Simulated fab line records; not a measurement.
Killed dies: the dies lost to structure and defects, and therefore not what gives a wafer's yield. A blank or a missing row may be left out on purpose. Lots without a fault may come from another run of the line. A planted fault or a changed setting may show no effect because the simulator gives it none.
Split-lot experiment | flow n5-finfet | 7 lots, 39 wafers read, on a route of 1938 steps

== SPLIT DETAILS ==
At N5_BEOL_M6_ALD_77 (deposits TaN, target thk 2 nm, pulse time 2 s, purge time 3 s), the setting ald-cycles was moved away from the recipe's 40 on 9 of the 39 wafers read, by -22.5% to +17.5%. All remaining wafers had this setting at the recipe value.

The reading is taken at the split's own step.

== THE READING ==
TaN_of_BEOL_M6_ALD_77.thk-nm (the simulator's own value, which no gauge read), in nm, at N5_BEOL_M6_ALD_77 (deposits TaN, target thk 2 nm, pulse time 2 s, purge time 3 s). The file does not state a usual value for it.

wafer  | tool, chamber at the split | ald-cycles as run | against the recipe | TaN_of_BEOL_M6_ALD_77.thk-nm, nm | against lot-mates on the recipe
L074.1 | ald-metal-01, 0,3,1        | 40                | recipe             | 2                                | -
L074.3 | ald-metal-01, 0,3,1        | 40                | recipe             | 2                                | -
L074.4 | ald-metal-01, 0,3,1        | 40                | recipe             | 2                                | -
L074.2 | ald-metal-01, 2,3,0        | 47                | +17.5%             | 2.4                              | +0.4
L074.5 | ald-metal-01, 2,3,0        | 47                | +17.5%             | 2.4                              | +0.4
L074.6 | ald-metal-01, 2,3,0        | 47                | +17.5%             | 2.4                              | +0.4
L077.1 | ald-metal-02, 3,2,0,1,2,1  | 40                | recipe             | 2                                | -
L077.2 | ald-metal-02, 3,2,0,1,2,1  | 40                | recipe             | 2                                | -
L077.3 | ald-metal-02, 3,2,0,1,2,1  | 40                | recipe             | 2                                | -
L077.4 | ald-metal-02, 3,2,0,1,2,1  | 40                | recipe             | 2                                | -
L077.5 | ald-metal-02, 3,2,0,1,2,1  | 40                | recipe             | 2                                | -
L077.6 | ald-metal-02, 3,2,0,1,2,1  | 40                | recipe             | 2                                | -
L081.1 | ald-metal-02, 0,2,1        | 31                | -22.5%             | 1.6                              | -0.4
L081.2 | ald-metal-02, 0,2,1        | 31                | -22.5%             | 1.6                              | -0.4
L081.3 | ald-metal-02, 0,2,1        | 31                | -22.5%             | 1.6                              | -0.4
L081.4 | ald-metal-02, 3,0,1        | 40                | recipe             | 2                                | -
L081.5 | ald-metal-02, 3,0,1        | 40                | recipe             | 2                                | -
L081.6 | ald-metal-02, 3,0,1        | 40                | recipe             | 2                                | -
L080.1 | ald-metal-02, 1,3,0        | 40                | recipe             | 2                                | -
L080.2 | ald-metal-02, 1,3,0        | 40                | recipe             | 2                                | -
L080.5 | ald-metal-02, 1,3,0        | 40                | recipe             | 2                                | -
L080.3 | ald-metal-02, 2,0,3        | 47                | +17.5%             | 2.4                              | +0.4
L080.4 | ald-metal-02, 2,0,3        | 47                | +17.5%             | 2.4                              | +0.4
L080.6 | ald-metal-02, 2,0,3        | 47                | +17.5%             | 2.4                              | +0.4
L085.1 | ald-metal-04, 1,3,0,2,3,0  | 40                | recipe             | 2                                | -
L085.2 | ald-metal-04, 1,3,0,2,3,0  | 40                | recipe             | 2                                | -
L085.3 | ald-metal-04, 1,3,0,2,3,0  | 40                | recipe             | 2                                | -
L085.4 | ald-metal-04, 1,3,0,2,3,0  | 40                | recipe             | 2                                | -
L085.5 | ald-metal-04, 1,3,0,2,3,0  | 40                | recipe             | 2                                | -
L085.6 | ald-metal-04, 1,3,0,2,3,0  | 40                | recipe             | 2                                | -
L095.2 | ald-metal-04, 0,1,2        | 40                | recipe             | 2                                | -
L095.3 | ald-metal-04, 0,1,2        | 40                | recipe             | 2                                | -
L095.6 | ald-metal-04, 0,1,2        | 40                | recipe             | 2                                | -
L097.1 | ald-metal-04, 0,1,2,3,0,3  | 40                | recipe             | 2                                | -
L097.2 | ald-metal-04, 0,1,2,3,0,3  | 40                | recipe             | 2                                | -
L097.3 | ald-metal-04, 0,1,2,3,0,3  | 40                | recipe             | 2                                | -
L097.4 | ald-metal-04, 0,1,2,3,0,3  | 40                | recipe             | 2                                | -
L097.5 | ald-metal-04, 0,1,2,3,0,3  | 40                | recipe             | 2                                | -
L097.6 | ald-metal-04, 0,1,2,3,0,3  | 40                | recipe             | 2                                | -
When a row names more than one chamber, that row covers several wafers, and the file does not tell which wafer ran in which chamber.

THE FIT
A straight line over all 39 wafers: TaN_of_BEOL_M6_ALD_77.thk-nm changes by +0.0204 nm for each +1% of ald-cycles; r = +0.99; the points scatter about the line by 0.021 nm.
The same after taking each lot's own level away (the mean of its wafers on the recipe; 39 wafers): +0.0204 nm for each +1%; r = +0.99; scatter 0.021 nm.
On that fit, the largest move of ald-cycles shifts the reading by 0.46 nm.
The lots' own levels span 2.00 to 2.00 nm.
Consequently the slope shifts little with the lot-to-lot level, the two slopes agreeing.
Check: -0.46 nm against its lot-mates is what the line predicts for one of the wafers moved furthest among these (-22.5%) when that wafer is left out of the fit. It came out at -0.4 nm against them.

== OTHER SPLITS APPLIED TO THESE WAFERS ==
These wafers also went through other splits before the reading. Each is held against what the fit with the lots' levels taken away leaves over:
other split on the same wafers    | wafers away from the commonest value | r with TaN_of_BEOL_M6_ALD_77.thk-nm (lot level and that fit taken away)
N5_BEOL_M0_SAQP_ALD_48 ald-cycles | 15                                   | +0.02
N5_BEOL_M5_ILD_DEP_00 time-s      | 15                                   | -0.47

== THE FILE'S OWN FIT ==
TaN_of_BEOL_M6_ALD_77.thk-nm changes by +0.0206 nm for each +1% of ald-cycles, r = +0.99.
